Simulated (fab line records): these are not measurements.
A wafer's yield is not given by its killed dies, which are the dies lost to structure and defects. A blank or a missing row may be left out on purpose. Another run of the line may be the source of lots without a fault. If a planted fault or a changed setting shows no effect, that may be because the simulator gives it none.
fab line records / flow n5-finfet / part 2 of 2: steps 23 to 29 of 29
[record] lots = 5 wafers = 15 last-day = 18
route steps=1938 shown SD_EPI_N@286 SD_EPI_P@295
lots untouched by any fault: they come from a run of this same line in which no faults occurred
start-h: the number of hours between the record's first day and the start of the first shown wafer of the lot / wait-h: how many hours have passed since the lot's step before this one / " the same as in the row above / L1.1+2: several wafers, shown together as one row / - either no value or no given start / * or withheld: withheld / < > ~ a bound
route shown NAME@n: NAME is a module with steps in the file, n the number in the route of the first one / usual: average and standard deviation across the fault-free wafers / same: alike in all rows / chamber/n: place in a boat / sites: each site's reading / _std_site: how widely they spread, as a standard deviation / _edge_site: outer sites' mean less inner sites' / radius-mm: for every site, how far away it sits from the centre of the wafer / mask NAME#n: copy n / behind: the tool/chamber that last shaped the wafer / hold: cause of the lot's hold/its duration in hours/its outcome / device: names the non-switching transistor (n, p or np) / end of line: at the end of the route, the tests of the same wafers / step lacking rows: just its recipe / killed: dies that structure and defects cost at the first sort, which is not the same as the wafer's yield / map: a wafer's dies, marking killed ones x, the rest . and places with no die _
set.NAME: the setting the step ran with; set.NAME@STEP: the setting that earlier step ran with / model.NAME: the simulator's own value behind a step, which no gauge read
lots at some steps of the route; a table a step, a row a wafer
services: from which hour (start-h, from the record's first day; less than 0 if before it) a tool's chamber was out of use, for how many hours, and why
[[steps]]
[step N5_SD_EPI_P_ETCH_37]
[recipe] chemistry = N2/H2 target = SOC overetch-a = 1080 mask-material = SiARC temp-c = 40 ion-energy-ev = 100 source-w = 3000 bias-w = 133 pressure-mtorr = 20 time-s = 486 n2-flow-sccm = 200 h2-flow-sccm = 200 ends = end-point
[usual] drypump-motor-current-A = 5.6/0.41 oes-product-au = 0.69/0.063 rf-vpp-V = 241.1/1.5 showerhead-plenum-p-Torr = 2.57/0.097 throttle-valve-pct = 23.9/0.33
lot.wafer=L076.1 tool=rie-diel-04 chamber=3 start-h=66.24 wait-h=0.0 drypump-motor-current-A=6.0 oes-product-au=0.64 rf-hours-counter-h=191 rf-vpp-V=241.2 showerhead-plenum-p-Torr=2.62 throttle-valve-pct=23.8
lot.wafer=L076.4 tool=rie-diel-04 chamber=0 start-h=66.24 wait-h=0.0 drypump-motor-current-A=5.3 oes-product-au=0.71 rf-hours-counter-h=132 rf-vpp-V=241.5 showerhead-plenum-p-Torr=2.64 throttle-valve-pct=23.7
lot.wafer=L076.6 tool=rie-diel-04 chamber=0 start-h=66.24 wait-h=0.0 drypump-motor-current-A=5.3 oes-product-au=0.70 rf-hours-counter-h=- rf-vpp-V=242.1 showerhead-plenum-p-Torr=2.64 throttle-valve-pct=23.7
lot.wafer=L081.2 tool=rie-diel-04 chamber=3 start-h=95.51 wait-h=0.0 drypump-motor-current-A=6.0 oes-product-au=0.64 rf-hours-counter-h=199 rf-vpp-V=241.5 showerhead-plenum-p-Torr=2.62 throttle-valve-pct=23.8
lot.wafer=L081.4 tool=rie-diel-04 chamber=2 start-h=95.51 wait-h=0.0 drypump-motor-current-A=5.8 oes-product-au=0.80 rf-hours-counter-h=28 rf-vpp-V=241.9 showerhead-plenum-p-Torr=2.57 throttle-valve-pct=23.4
lot.wafer=L081.5 tool=rie-diel-04 chamber=2 start-h=95.51 wait-h=0.0 drypump-motor-current-A=5.8 oes-product-au=0.80 rf-hours-counter-h=- rf-vpp-V=240.9 showerhead-plenum-p-Torr=2.57 throttle-valve-pct=23.4
lot.wafer=L087.2 tool=rie-diel-06 chamber=1 start-h=135.85 wait-h=0.0 drypump-motor-current-A=5.5 oes-product-au=0.71 rf-hours-counter-h=110 rf-vpp-V=238.6 showerhead-plenum-p-Torr=2.37 throttle-valve-pct=23.9
lot.wafer=L087.3 tool=rie-diel-06 chamber=3 start-h=135.85 wait-h=0.0 drypump-motor-current-A=6.2 oes-product-au=0.65 rf-hours-counter-h=213 rf-vpp-V=240.4 showerhead-plenum-p-Torr=2.50 throttle-valve-pct=23.9
lot.wafer=L087.6 tool=rie-diel-06 chamber=0 start-h=135.85 wait-h=0.0 drypump-motor-current-A=5.6 oes-product-au=0.67 rf-hours-counter-h=- rf-vpp-V=240.3 showerhead-plenum-p-Torr=2.63 throttle-valve-pct=23.9
lot.wafer=L095.3 tool=rie-diel-06 chamber=2 start-h=182.83 wait-h=0.0 drypump-motor-current-A=4.8 oes-product-au=0.82 rf-hours-counter-h=15 rf-vpp-V=242.5 showerhead-plenum-p-Torr=2.71 throttle-valve-pct=23.5
lot.wafer=L095.5 tool=rie-diel-06 chamber=0 start-h=182.83 wait-h=0.0 drypump-motor-current-A=5.6 oes-product-au=0.65 rf-hours-counter-h=- rf-vpp-V=243.8 showerhead-plenum-p-Torr=2.62 throttle-valve-pct=23.9
lot.wafer=L095.6 tool=rie-diel-06 chamber=3 start-h=182.83 wait-h=0.0 drypump-motor-current-A=6.2 oes-product-au=0.64 rf-hours-counter-h=- rf-vpp-V=238.9 showerhead-plenum-p-Torr=2.49 throttle-valve-pct=23.9
lot.wafer=L097.2 tool=rie-diel-06 chamber=3 start-h=200.38 wait-h=0.0 drypump-motor-current-A=6.2 oes-product-au=0.64 rf-hours-counter-h=237 rf-vpp-V=241.3 showerhead-plenum-p-Torr=2.49 throttle-valve-pct=23.9
lot.wafer=L097.4 tool=rie-diel-06 chamber=1 start-h=200.38 wait-h=0.0 drypump-motor-current-A=5.5 oes-product-au=0.68 rf-hours-counter-h=134 rf-vpp-V=239.0 showerhead-plenum-p-Torr=2.36 throttle-valve-pct=24.0
lot.wafer=L097.6 tool=rie-diel-06 chamber=3 start-h=200.38 wait-h=0.0 drypump-motor-current-A=6.1 oes-product-au=0.63 rf-hours-counter-h=- rf-vpp-V=241.4 showerhead-plenum-p-Torr=2.49 throttle-valve-pct=23.9
[step N5_SD_EPI_P_STRIP_38]
[recipe] chemistry = N2/H2 temp-c = 40 n2-flow-sccm = 200 h2-flow-sccm = 200 rf-frequency-hz = 6e+07
lot.wafer=L076.1+4+6 tool=rie-diel-04 chamber=3,0,0 start-h=66.56 wait-h=0.2
lot.wafer=L081.2+4+5 tool=rie-diel-04 chamber=3,2,2 start-h=95.82 wait-h=0.2
lot.wafer=L087.2+3+6 tool=rie-diel-06 chamber=1,3,0 start-h=136.16 wait-h=0.2
lot.wafer=L095.3+5+6 tool=rie-diel-06 chamber=2,0,3 start-h=183.15 wait-h=0.2
lot.wafer=L097.2+4+6 tool=rie-diel-06 chamber=3,1,3 start-h=200.69 wait-h=0.2
[step N5_SD_EPI_P_ETCHBACK_46]
[recipe] chemistry = CH3F/O2 mode = anisotropic-etchback target = SiNx target-depth-a = 175 stop-on = SiO2 over-etch-frac = 0.3 ion-energy-ev = 120 pressure-mtorr = 30 source-w = 395 bias-w = 73 Ar_flow_sccm = 150 CH3F_flow_sccm = 30 O2_flow_sccm = 20
[usual] drypump-motor-current-A = 5.6/0.41 oes-product-au = 0.66/0.06 rf-vpp-V = 298/4.8 showerhead-plenum-p-Torr = 2.02/0.081 throttle-valve-pct = 16.40/0.2
lot.wafer=L076.1 tool=rie-diel-04 chamber=3 start-h=66.57 wait-h=0.0 drypump-motor-current-A=6.0 oes-product-au=0.62 rf-hours-counter-h=191 rf-vpp-V=295 showerhead-plenum-p-Torr=2.07 throttle-valve-pct=16.35
lot.wafer=L076.4 tool=rie-diel-04 chamber=0 start-h=66.57 wait-h=0.0 drypump-motor-current-A=5.3 oes-product-au=0.68 rf-hours-counter-h=133 rf-vpp-V=304 showerhead-plenum-p-Torr=2.10 throttle-valve-pct=16.41
lot.wafer=L076.6 tool=rie-diel-04 chamber=0 start-h=66.57 wait-h=0.0 drypump-motor-current-A=5.3 oes-product-au=0.68 rf-hours-counter-h=- rf-vpp-V=305 showerhead-plenum-p-Torr=2.10 throttle-valve-pct=16.42
lot.wafer=L081.2 tool=rie-diel-04 chamber=3 start-h=95.83 wait-h=0.0 drypump-motor-current-A=6.0 oes-product-au=0.61 rf-hours-counter-h=200 rf-vpp-V=296 showerhead-plenum-p-Torr=2.06 throttle-valve-pct=16.38
lot.wafer=L081.4 tool=rie-diel-04 chamber=2 start-h=95.83 wait-h=0.0 drypump-motor-current-A=5.9 oes-product-au=0.76 rf-hours-counter-h=29 rf-vpp-V=291 showerhead-plenum-p-Torr=2.04 throttle-valve-pct=16.10
lot.wafer=L081.5 tool=rie-diel-04 chamber=2 start-h=95.83 wait-h=0.0 drypump-motor-current-A=5.9 oes-product-au=0.77 rf-hours-counter-h=- rf-vpp-V=291 showerhead-plenum-p-Torr=2.04 throttle-valve-pct=16.10
lot.wafer=L087.2 tool=rie-diel-06 chamber=1 start-h=136.17 wait-h=0.0 drypump-motor-current-A=5.5 oes-product-au=0.68 rf-hours-counter-h=110 rf-vpp-V=299 showerhead-plenum-p-Torr=1.85 throttle-valve-pct=16.13
lot.wafer=L087.3 tool=rie-diel-06 chamber=3 start-h=136.17 wait-h=0.0 drypump-motor-current-A=6.2 oes-product-au=0.62 rf-hours-counter-h=213 rf-vpp-V=296 showerhead-plenum-p-Torr=1.98 throttle-valve-pct=16.48
lot.wafer=L087.6 tool=rie-diel-06 chamber=0 start-h=136.17 wait-h=0.0 drypump-motor-current-A=5.6 oes-product-au=0.64 rf-hours-counter-h=- rf-vpp-V=295 showerhead-plenum-p-Torr=2.07 throttle-valve-pct=16.53
lot.wafer=L095.3 tool=rie-diel-06 chamber=2 start-h=183.16 wait-h=0.0 drypump-motor-current-A=4.8 oes-product-au=0.79 rf-hours-counter-h=15 rf-vpp-V=296 showerhead-plenum-p-Torr=2.12 throttle-valve-pct=16.13
lot.wafer=L095.5 tool=rie-diel-06 chamber=0 start-h=183.16 wait-h=0.0 drypump-motor-current-A=5.6 oes-product-au=0.62 rf-hours-counter-h=- rf-vpp-V=296 showerhead-plenum-p-Torr=2.06 throttle-valve-pct=16.57
lot.wafer=L095.6 tool=rie-diel-06 chamber=3 start-h=183.16 wait-h=0.0 drypump-motor-current-A=6.2 oes-product-au=0.61 rf-hours-counter-h=- rf-vpp-V=295 showerhead-plenum-p-Torr=1.97 throttle-valve-pct=16.53
lot.wafer=L097.2 tool=rie-diel-06 chamber=3 start-h=200.70 wait-h=0.0 drypump-motor-current-A=6.2 oes-product-au=0.61 rf-hours-counter-h=237 rf-vpp-V=297 showerhead-plenum-p-Torr=1.97 throttle-valve-pct=16.51
lot.wafer=L097.4 tool=rie-diel-06 chamber=1 start-h=200.70 wait-h=0.0 drypump-motor-current-A=5.5 oes-product-au=0.65 rf-hours-counter-h=134 rf-vpp-V=300 showerhead-plenum-p-Torr=1.84 throttle-valve-pct=16.17
lot.wafer=L097.6 tool=rie-diel-06 chamber=3 start-h=200.70 wait-h=0.0 drypump-motor-current-A=6.2 oes-product-au=0.60 rf-hours-counter-h=- rf-vpp-V=296 showerhead-plenum-p-Torr=1.97 throttle-valve-pct=16.51
[step N5_SD_EPI_P_ETCH_47]
[recipe] chemistry = CH3F/O2 target = SiOCN target-depth-a = 250 mask-material = SOC ion-energy-ev = 60 bias-w = 29 pressure-mtorr = 30 source-w = 410 Ar_flow_sccm = 150 CH3F_flow_sccm = 30 O2_flow_sccm = 20
[usual] drypump-motor-current-A = 5.6/0.41 oes-product-au = 0.77/0.07 rf-vpp-V = 127.7/2 showerhead-plenum-p-Torr = 2.02/0.081 throttle-valve-pct = 16.37/0.2
lot.wafer=L076.1 tool=rie-diel-04 chamber=3 start-h=66.67 wait-h=0.1 drypump-motor-current-A=6.0 oes-product-au=0.71 rf-hours-counter-h=191 rf-vpp-V=127.6 showerhead-plenum-p-Torr=2.07 throttle-valve-pct=16.33
lot.wafer=L076.4 tool=rie-diel-04 chamber=0 start-h=66.67 wait-h=0.1 drypump-motor-current-A=5.3 oes-product-au=0.79 rf-hours-counter-h=133 rf-vpp-V=129.6 showerhead-plenum-p-Torr=2.10 throttle-valve-pct=16.37
lot.wafer=L076.6 tool=rie-diel-04 chamber=0 start-h=66.67 wait-h=0.1 drypump-motor-current-A=5.3 oes-product-au=0.79 rf-hours-counter-h=- rf-vpp-V=129.4 showerhead-plenum-p-Torr=2.10 throttle-valve-pct=16.39
lot.wafer=L081.2 tool=rie-diel-04 chamber=3 start-h=95.93 wait-h=0.1 drypump-motor-current-A=6.0 oes-product-au=0.71 rf-hours-counter-h=200 rf-vpp-V=126.4 showerhead-plenum-p-Torr=2.06 throttle-valve-pct=16.36
lot.wafer=L081.4 tool=rie-diel-04 chamber=2 start-h=95.93 wait-h=0.1 drypump-motor-current-A=5.9 oes-product-au=0.89 rf-hours-counter-h=29 rf-vpp-V=125.4 showerhead-plenum-p-Torr=2.04 throttle-valve-pct=16.09
lot.wafer=L081.5 tool=rie-diel-04 chamber=2 start-h=95.93 wait-h=0.1 drypump-motor-current-A=5.9 oes-product-au=0.89 rf-hours-counter-h=- rf-vpp-V=125.4 showerhead-plenum-p-Torr=2.04 throttle-valve-pct=16.08
lot.wafer=L087.2 tool=rie-diel-06 chamber=1 start-h=136.27 wait-h=0.1 drypump-motor-current-A=5.5 oes-product-au=0.79 rf-hours-counter-h=110 rf-vpp-V=127.6 showerhead-plenum-p-Torr=1.85 throttle-valve-pct=16.10
lot.wafer=L087.3 tool=rie-diel-06 chamber=3 start-h=136.27 wait-h=0.1 drypump-motor-current-A=6.2 oes-product-au=0.74 rf-hours-counter-h=213 rf-vpp-V=125.9 showerhead-plenum-p-Torr=1.98 throttle-valve-pct=16.46
lot.wafer=L087.6 tool=rie-diel-06 chamber=0 start-h=136.27 wait-h=0.1 drypump-motor-current-A=5.6 oes-product-au=0.75 rf-hours-counter-h=- rf-vpp-V=126.8 showerhead-plenum-p-Torr=2.07 throttle-valve-pct=16.49
lot.wafer=L095.3 tool=rie-diel-06 chamber=2 start-h=183.26 wait-h=0.1 drypump-motor-current-A=4.8 oes-product-au=0.93 rf-hours-counter-h=15 rf-vpp-V=127.2 showerhead-plenum-p-Torr=2.12 throttle-valve-pct=16.11
lot.wafer=L095.5 tool=rie-diel-06 chamber=0 start-h=183.26 wait-h=0.1 drypump-motor-current-A=5.6 oes-product-au=0.73 rf-hours-counter-h=- rf-vpp-V=126.4 showerhead-plenum-p-Torr=2.06 throttle-valve-pct=16.54
lot.wafer=L095.6 tool=rie-diel-06 chamber=3 start-h=183.26 wait-h=0.1 drypump-motor-current-A=6.1 oes-product-au=0.72 rf-hours-counter-h=- rf-vpp-V=127.3 showerhead-plenum-p-Torr=1.97 throttle-valve-pct=16.49
lot.wafer=L097.2 tool=rie-diel-06 chamber=3 start-h=200.80 wait-h=0.1 drypump-motor-current-A=6.2 oes-product-au=0.71 rf-hours-counter-h=237 rf-vpp-V=127.1 showerhead-plenum-p-Torr=1.97 throttle-valve-pct=16.50
lot.wafer=L097.4 tool=rie-diel-06 chamber=1 start-h=200.80 wait-h=0.1 drypump-motor-current-A=5.5 oes-product-au=0.76 rf-hours-counter-h=134 rf-vpp-V=127.3 showerhead-plenum-p-Torr=1.84 throttle-valve-pct=16.16
lot.wafer=L097.6 tool=rie-diel-06 chamber=3 start-h=200.80 wait-h=0.1 drypump-motor-current-A=6.2 oes-product-au=0.71 rf-hours-counter-h=- rf-vpp-V=127.0 showerhead-plenum-p-Torr=1.97 throttle-valve-pct=16.51
[step N5_SD_EPI_P_ETCH_16]
[recipe] chemistry = CHF3/O2 target = SiO2 target-depth-a = 50 mask-material = SOC pressure-mtorr = 30 source-w = 650 bias-w = 170 Ar_flow_sccm = 200 CHF3_flow_sccm = 50 O2_flow_sccm = 5 ion-energy-ev = 200
[usual] CHF3_flow_sccm = 49.99/0.16 drypump-motor-current-A = 5.6/0.41 oes-product-au = 0.77/0.071 rf-vpp-V = 525/8.4 showerhead-plenum-p-Torr = 2.44/0.094 throttle-valve-pct = 18.94/0.19
lot.wafer=L076.1 tool=rie-diel-04 chamber=3 start-h=66.77 wait-h=0.1 CHF3_flow_sccm=49.75 drypump-motor-current-A=6.0 oes-product-au=0.72 rf-hours-counter-h=191 rf-vpp-V=524 showerhead-plenum-p-Torr=2.49 throttle-valve-pct=18.89
lot.wafer=L076.4 tool=rie-diel-04 chamber=0 start-h=66.77 wait-h=0.1 CHF3_flow_sccm=49.85 drypump-motor-current-A=5.3 oes-product-au=0.79 rf-hours-counter-h=133 rf-vpp-V=537 showerhead-plenum-p-Torr=2.52 throttle-valve-pct=18.94
lot.wafer=L076.6 tool=rie-diel-04 chamber=0 start-h=66.77 wait-h=0.1 CHF3_flow_sccm=50.24 drypump-motor-current-A=5.3 oes-product-au=0.79 rf-hours-counter-h=- rf-vpp-V=537 showerhead-plenum-p-Torr=2.52 throttle-valve-pct=18.96
lot.wafer=L081.2 tool=rie-diel-04 chamber=3 start-h=96.03 wait-h=0.1 CHF3_flow_sccm=49.94 drypump-motor-current-A=6.0 oes-product-au=0.72 rf-hours-counter-h=200 rf-vpp-V=522 showerhead-plenum-p-Torr=2.48 throttle-valve-pct=18.90
lot.wafer=L081.4 tool=rie-diel-04 chamber=2 start-h=96.03 wait-h=0.1 CHF3_flow_sccm=49.88 drypump-motor-current-A=5.9 oes-product-au=0.89 rf-hours-counter-h=29 rf-vpp-V=511 showerhead-plenum-p-Torr=2.45 throttle-valve-pct=18.64
lot.wafer=L081.5 tool=rie-diel-04 chamber=2 start-h=96.03 wait-h=0.1 CHF3_flow_sccm=49.97 drypump-motor-current-A=5.9 oes-product-au=0.89 rf-hours-counter-h=- rf-vpp-V=511 showerhead-plenum-p-Torr=2.45 throttle-valve-pct=18.64
lot.wafer=L087.2 tool=rie-diel-06 chamber=1 start-h=136.37 wait-h=0.1 CHF3_flow_sccm=50.22 drypump-motor-current-A=5.5 oes-product-au=0.80 rf-hours-counter-h=110 rf-vpp-V=530 showerhead-plenum-p-Torr=2.23 throttle-valve-pct=18.70
lot.wafer=L087.3 tool=rie-diel-06 chamber=3 start-h=136.37 wait-h=0.1 CHF3_flow_sccm=49.92 drypump-motor-current-A=6.2 oes-product-au=0.73 rf-hours-counter-h=213 rf-vpp-V=520 showerhead-plenum-p-Torr=2.38 throttle-valve-pct=19.00
lot.wafer=L087.6 tool=rie-diel-06 chamber=0 start-h=136.37 wait-h=0.1 CHF3_flow_sccm=50.07 drypump-motor-current-A=5.6 oes-product-au=0.74 rf-hours-counter-h=- rf-vpp-V=521 showerhead-plenum-p-Torr=2.49 throttle-valve-pct=19.05
lot.wafer=L095.3 tool=rie-diel-06 chamber=2 start-h=183.36 wait-h=0.1 CHF3_flow_sccm=49.87 drypump-motor-current-A=4.8 oes-product-au=0.93 rf-hours-counter-h=15 rf-vpp-V=524 showerhead-plenum-p-Torr=2.56 throttle-valve-pct=18.73
lot.wafer=L095.5 tool=rie-diel-06 chamber=0 start-h=183.36 wait-h=0.1 CHF3_flow_sccm=50.09 drypump-motor-current-A=5.7 oes-product-au=0.74 rf-hours-counter-h=- rf-vpp-V=520 showerhead-plenum-p-Torr=2.48 throttle-valve-pct=19.08
lot.wafer=L095.6 tool=rie-diel-06 chamber=3 start-h=183.36 wait-h=0.1 CHF3_flow_sccm=49.79 drypump-motor-current-A=6.2 oes-product-au=0.72 rf-hours-counter-h=- rf-vpp-V=519 showerhead-plenum-p-Torr=2.37 throttle-valve-pct=19.05
lot.wafer=L097.2 tool=rie-diel-06 chamber=3 start-h=200.90 wait-h=0.1 CHF3_flow_sccm=49.56 drypump-motor-current-A=6.2 oes-product-au=0.72 rf-hours-counter-h=237 rf-vpp-V=521 showerhead-plenum-p-Torr=2.37 throttle-valve-pct=19.05
lot.wafer=L097.4 tool=rie-diel-06 chamber=1 start-h=200.90 wait-h=0.1 CHF3_flow_sccm=49.91 drypump-motor-current-A=5.6 oes-product-au=0.77 rf-hours-counter-h=134 rf-vpp-V=528 showerhead-plenum-p-Torr=2.22 throttle-valve-pct=18.72
lot.wafer=L097.6 tool=rie-diel-06 chamber=3 start-h=200.90 wait-h=0.1 CHF3_flow_sccm=49.81 drypump-motor-current-A=6.1 oes-product-au=0.71 rf-hours-counter-h=- rf-vpp-V=520 showerhead-plenum-p-Torr=2.37 throttle-valve-pct=19.06
[step N5_SD_EPI_P_STRIP_50]
[recipe] chemistry = CHF3/O2 resist = SiARC rf-frequency-hz = 6e+07
lot.wafer=L076.1+4+6 tool=rie-diel-04 chamber=3,0,0 start-h=66.81 wait-h=0.0
lot.wafer=L081.2+4+5 tool=rie-diel-04 chamber=3,2,2 start-h=96.07 wait-h=0.0
lot.wafer=L087.2+3+6 tool=rie-diel-06 chamber=1,3,0 start-h=136.41 wait-h=0.0
lot.wafer=L095.3+5+6 tool=rie-diel-06 chamber=2,0,3 start-h=183.40 wait-h=0.0
lot.wafer=L097.2+4+6 tool=rie-diel-06 chamber=3,1,3 start-h=200.94 wait-h=0.0
[step N5_SD_EPI_P_SD_RECESS_17]
[recipe] chemistry = HBr/Cl2/O2 target-depth-a = 391 bt-time-s = 3 pressure-mtorr = 10 icp-w = 800 bias-w = 112 HBr_flow_sccm = 150 Cl2_flow_sccm = 80 O2_flow_sccm = 12
[usual] drypump-motor-current-A = 5.8/0.33 oes-product-au = 1.005/0.014 throttle-valve-pct = 37.0/0.32
lot.wafer=L076.1 tool=rie-si-02 chamber=1 start-h=66.84 wait-h=0.0 drypump-motor-current-A=5.6 oes-product-au=1.007 rf-hours-counter-h=72 throttle-valve-pct=37.2
lot.wafer=L076.4 tool=rie-si-02 chamber=3 start-h=66.84 wait-h=0.0 drypump-motor-current-A=5.2 oes-product-au=1.024 rf-hours-counter-h=12 throttle-valve-pct=37.4
lot.wafer=L076.6 tool=rie-si-02 chamber=0 start-h=66.84 wait-h=0.0 drypump-motor-current-A=5.6 oes-product-au=0.980 rf-hours-counter-h=- throttle-valve-pct=36.7
lot.wafer=L081.2 tool=rie-si-02 chamber=3 start-h=96.10 wait-h=0.0 drypump-motor-current-A=5.2 oes-product-au=1.017 rf-hours-counter-h=13 throttle-valve-pct=37.4
lot.wafer=L081.4 tool=rie-si-02 chamber=1 start-h=96.10 wait-h=0.0 drypump-motor-current-A=5.7 oes-product-au=1.011 rf-hours-counter-h=72 throttle-valve-pct=37.2
lot.wafer=L081.5 tool=rie-si-02 chamber=1 start-h=96.10 wait-h=0.0 drypump-motor-current-A=5.6 oes-product-au=1.013 rf-hours-counter-h=- throttle-valve-pct=37.2
lot.wafer=L087.2 tool=rie-si-02 chamber=1 start-h=136.44 wait-h=0.0 drypump-motor-current-A=5.6 oes-product-au=1.008 rf-hours-counter-h=73 throttle-valve-pct=37.2
lot.wafer=L087.3 tool=rie-si-02 chamber=2 start-h=136.44 wait-h=0.0 drypump-motor-current-A=6.3 oes-product-au=0.997 rf-hours-counter-h=32 throttle-valve-pct=36.8
lot.wafer=L087.6 tool=rie-si-02 chamber=2 start-h=136.44 wait-h=0.0 drypump-motor-current-A=6.3 oes-product-au=0.989 rf-hours-counter-h=- throttle-valve-pct=36.8
lot.wafer=L095.3 tool=rie-si-02 chamber=1 start-h=183.43 wait-h=0.0 drypump-motor-current-A=5.6 oes-product-au=1.013 rf-hours-counter-h=74 throttle-valve-pct=37.2
lot.wafer=L095.5 tool=rie-si-02 chamber=3 start-h=183.43 wait-h=0.0 drypump-motor-current-A=5.2 oes-product-au=1.032 rf-hours-counter-h=- throttle-valve-pct=37.4
lot.wafer=L095.6 tool=rie-si-02 chamber=0 start-h=183.43 wait-h=0.0 drypump-motor-current-A=5.6 oes-product-au=0.986 rf-hours-counter-h=- throttle-valve-pct=36.7
lot.wafer=L097.2 tool=rie-si-06 chamber=0 start-h=200.97 wait-h=0.0 drypump-motor-current-A=6.0 oes-product-au=1.008 rf-hours-counter-h=52 throttle-valve-pct=36.6
lot.wafer=L097.4 tool=rie-si-06 chamber=3 start-h=200.97 wait-h=0.0 drypump-motor-current-A=6.2 oes-product-au=0.991 rf-hours-counter-h=4 throttle-valve-pct=36.7
lot.wafer=L097.6 tool=rie-si-06 chamber=3 start-h=200.97 wait-h=0.0 drypump-motor-current-A=6.2 oes-product-au=0.992 rf-hours-counter-h=- throttle-valve-pct=36.7
[[services]]
tool=arfi-scanner-02 chamber=- start-h=49.74 hours=1.4 kind=repair
tool=wet-bench-03 chamber=- start-h=61.35 hours=15.2 kind=repair
tool=rie-diel-04 chamber=0 start-h=62.99 hours=3.1 kind=repair
tool=arfi-scanner-01 chamber=- start-h=64.48 hours=3.5 kind=repair
tool=arfi-scanner-01 chamber=- start-h=71.03 hours=1.3 kind=pm
tool=arfi-scanner-02 chamber=- start-h=71.20 hours=0.8 kind=pm
tool=arfi-scanner-01 chamber=- start-h=72.33 hours=0.8 kind=pm
tool=rie-si-02 chamber=- start-h=74.78 hours=2.8 kind=pm
tool=epi-rpcvd-04 chamber=- start-h=77.19 hours=2.1 kind=repair
tool=epi-rpcvd-04 chamber=- start-h=82.86 hours=1.3 kind=repair
tool=wet-bench-03 chamber=- start-h=107.62 hours=3.6 kind=repair
tool=arfi-scanner-02 chamber=- start-h=113.91 hours=0.8 kind=pm
tool=wet-bench-03 chamber=- start-h=126.52 hours=0.6 kind=repair
tool=epi-rpcvd-01 chamber=- start-h=133.35 hours=4.3 kind=pm
tool=remote-plasma-02 chamber=- start-h=142.51 hours=1.2 kind=repair
tool=wet-bench-06 chamber=- start-h=145.97 hours=24.5 kind=repair
tool=arfi-scanner-02 chamber=- start-h=149.29 hours=1.3 kind=pm
tool=wet-bench-03 chamber=- start-h=150.44 hours=1.5 kind=repair
tool=rie-diel-06 chamber=- start-h=151.78 hours=0.2 kind=repair
tool=epi-rpcvd-01 chamber=- start-h=154.17 hours=1.0 kind=repair
tool=remote-plasma-02 chamber=- start-h=168.50 hours=0.5 kind=repair
tool=rie-si-02 chamber=1 start-h=170.44 hours=7.1 kind=repair
tool=epi-rpcvd-03 chamber=- start-h=173.81 hours=20.6 kind=repair
tool=arfi-scanner-02 chamber=- start-h=188.28 hours=1.0 kind=pm
